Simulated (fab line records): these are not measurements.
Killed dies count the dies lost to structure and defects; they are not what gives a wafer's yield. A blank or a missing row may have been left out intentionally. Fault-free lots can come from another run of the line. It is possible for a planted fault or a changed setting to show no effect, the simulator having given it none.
Matching of chambers :: flow n5 finfet :: N5_BEOL_M4_DESCUM_16 on rie diel-04: 4 sister chambers
The step chemistry O2, time 7 s. 8 wafers are shown with their chamber, then 8 later ones without.

## WAFERS, EACH WITH ITS CHAMBER
wafer: L077.5
chamber: 2
throttle valve pct (%): 20.76
showerhead plenum p Torr (Torr): 2.16

wafer: L078.4
chamber: 1
throttle valve pct (%): 20.31
showerhead plenum p Torr (Torr): 2.21

wafer: L080.3
chamber: 3
throttle valve pct (%): 20.52
showerhead plenum p Torr (Torr): 2.22

wafer: L080.5
chamber: 0
throttle valve pct (%): 20.11
showerhead plenum p Torr (Torr): 2.04

wafer: L081.1
chamber: 3
throttle valve pct (%): 20.52
showerhead plenum p Torr (Torr): 2.21

wafer: L081.4
chamber: 0
throttle valve pct (%): 20.13
showerhead plenum p Torr (Torr): 2.03

wafer: L081.6
chamber: 2
throttle valve pct (%): 20.76
showerhead plenum p Torr (Torr): 2.15

wafer: L082.1
chamber: 1
throttle valve pct (%): 20.33
showerhead plenum p Torr (Torr): 2.21

## WAFERS MISSING THEIR CHAMBER
wafer: L082.4
throttle valve pct (%): 20.79
showerhead plenum p Torr (Torr): 2.15

wafer: L082.5
throttle valve pct (%): 20.79
showerhead plenum p Torr (Torr): 2.15

wafer: L088.1
throttle valve pct (%): 20.52
showerhead plenum p Torr (Torr): 2.21

wafer: L088.2
throttle valve pct (%): 20.14
showerhead plenum p Torr (Torr): 2.03

wafer: L088.6
throttle valve pct (%): 20.15
showerhead plenum p Torr (Torr): 2.03

wafer: L095.2
throttle valve pct (%): 20.80
showerhead plenum p Torr (Torr): 2.14

wafer: L095.3
throttle valve pct (%): 20.15
showerhead plenum p Torr (Torr): 2.03

wafer: L095.6
throttle valve pct (%): 20.36
showerhead plenum p Torr (Torr): 2.20

## THE CHAMBER EACH PASSED THROUGH
wafer: L082.4
from the rows above: 2
in truth: 2

wafer: L082.5
from the rows above: 2
in truth: 2

wafer: L088.1
from the rows above: 3
in truth: 3

wafer: L088.2
from the rows above: 0
in truth: 0

wafer: L088.6
from the rows above: 0
in truth: 0

wafer: L095.2
from the rows above: 2
in truth: 2

wafer: L095.3
from the rows above: 0
in truth: 0

wafer: L095.6
from the rows above: 1
in truth: 1
Correct placement for 8 of the 8. From these rows, 0 cannot be placed. Placed wrongly: 0.
How it was worked out, from the rows above alone: a wafer's distance from a chamber is the root of the sum, over the readings, of the square of ((its reading less the chamber's mean) divided by the reading's scatter). The wafer belongs to the nearest chamber; if the next one is less than 2 further off, it can't be placed. The mean given for a chamber averages the wafers shown for that chamber. The scatter: take each reading less its chamber's mean, square it, sum over the shown wafers, divide by the number of wafers less the number of chambers, and take the root.
